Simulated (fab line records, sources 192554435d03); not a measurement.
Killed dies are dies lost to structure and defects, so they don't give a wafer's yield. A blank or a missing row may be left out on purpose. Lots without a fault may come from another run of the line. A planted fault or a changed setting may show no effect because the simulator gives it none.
Problem report in the 8D (eight disciplines) form, filled by code | flow n5_finfet | the parts of the form that need people (team, actions taken, sign-off) are left out

1. THE PROBLEM
barrier_field_endpoint_s at N5_BEOL_M3_CMP_52 reads a mean of 28.1 s on 2 wafers of 1 lot; wafers without a fault read 25.0 s with a standard deviation of 0.6. That is +5.3 standard deviations from the usual mean.
The step: polishes, stops on SiOC, t overpolish 6.8 s, target thk 40 nm.
First seen on wafer L582.1, day 10 15:22, on cmp-01. The record holds 27 wafers of 9 lots with a number at this step. Rule for "out", or "out of limits": more than 4 standard deviations from the usual mean. The other wafers with a number count as sound.

2. WHAT IT IS AND WHAT IT IS NOT
question                    | is                       | is not
which readings at this step | barrier_field_endpoint_s | clearing_platen_rpm, motor_current_A
which lots                  | L582                     | L571, L572, L573, L578, L579, L589, L590, L591
which wafers of those lots  | L582.1, L582.6           | L582.5
read on which tools         | cmp-01                   | cmp-02, cmp-04
when                        | from day 10 15:22        | up to then (16 sound wafers); but 9 sound wafers of L589, L590, L591 came after

3. SUSPECTS, AND WHAT RULES EACH OUT
Counting: a tool at a process step up to the reading stays a suspect if it ran every lot that is out. Sound lots after the first of them don't rule it out here, since some wafers of a struck lot are sound.
- pecvd-01 at N5_BEOL_M3_PECVD_72 (deposits SiO2 from TEOS/O2, target thk 16 nm, time 18 s): kept. It ran the lot that is out, L582 (day 10 04:51); its last sound lot up to then is L579 (day 9 15:54).
- pvd_sputter-01 at N5_BEOL_M3_SPUTTER_88 (material Cu, target thk 4.5 nm, time 8.29 s): kept. It ran the lot that is out, L582 (day 10 13:57); its last sound lot up to then is L579 (day 10 07:30).
- pvd_sputter-01 at N5_BEOL_M3_ANNEAL_95 (time 240 s): kept. It ran the lot that is out, L582 (day 10 14:41); its last sound lot up to then is L579 (day 10 08:14).
- cmp-01 at N5_BEOL_M3_CMP_52 (polishes, stops on SiOC, t overpolish 6.8 s, target thk 40 nm): kept. It ran the lot that is out, L582 (day 10 15:22); its last sound lot up to then is L578 (day 9 22:25). Its own readings are out on those wafers: barrier_field_endpoint_s.
- Within pecvd-01 at N5_BEOL_M3_PECVD_72: the wafers that are out ran in chambers 0, 2; their sound lot-mates ran in chamber 1.
- Within cmp-01 at N5_BEOL_M3_CMP_52: the wafers that are out ran in chamber 0; their sound lot-mates ran in chamber 3.
Left after counting: pecvd-01 at N5_BEOL_M3_PECVD_72, pvd_sputter-01 at N5_BEOL_M3_SPUTTER_88, pvd_sputter-01 at N5_BEOL_M3_ANNEAL_95, cmp-01 at N5_BEOL_M3_CMP_52.

4. THE CAUSE (what the simulator had put in)
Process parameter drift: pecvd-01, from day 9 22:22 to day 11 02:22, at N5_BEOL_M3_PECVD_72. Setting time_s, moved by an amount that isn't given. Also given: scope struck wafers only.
Counting left 4 suspects, and this tool is among them.

5. THE CHAIN OF EFFECTS, in route order
Each row: a reading whose mean over the struck wafers that have a number lies more than 3 standard deviations from the usual. Only readings for which the record gives a usual standard deviation are gone through. hours: the time from each lot's start at the first step in this table that gives one to its start at this step, as a median over the lots. sigmas: the change in usual standard deviations.
hours | step              | reading                  | usual  | on struck wafers | change | sigmas
0     | N5_BEOL_M3_CMP_52 | barrier_field_endpoint_s | 25.0 s | 28.1             | +3.1   | +5.3
The process steps in it:
- N5_BEOL_M3_CMP_52: polishes, stops on SiOC, t overpolish 6.8 s, target thk 40 nm.
Later measuring or inspecting steps at which every struck wafer that the step has a row for has a number for every such reading, and none has moved that far: N5_BEOL_M4_RC_MEAS_101.

6. WHAT WOULD HAVE CAUGHT IT SOONER
In this record the first reading out of limits was taken at day 10 15:22, 17 hours after the fault began at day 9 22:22.
Of the tool readings at N5_BEOL_M3_PECVD_72 for which the record gives a usual standard deviation, none was out on any struck wafer, so an alarm limit of 4 standard deviations on them would not have fired.
All the lots that are out (1) had begun N5_BEOL_M3_PECVD_72 on pecvd-01 by day 10 15:22. A hold on the tool at that time would have spared none of them.
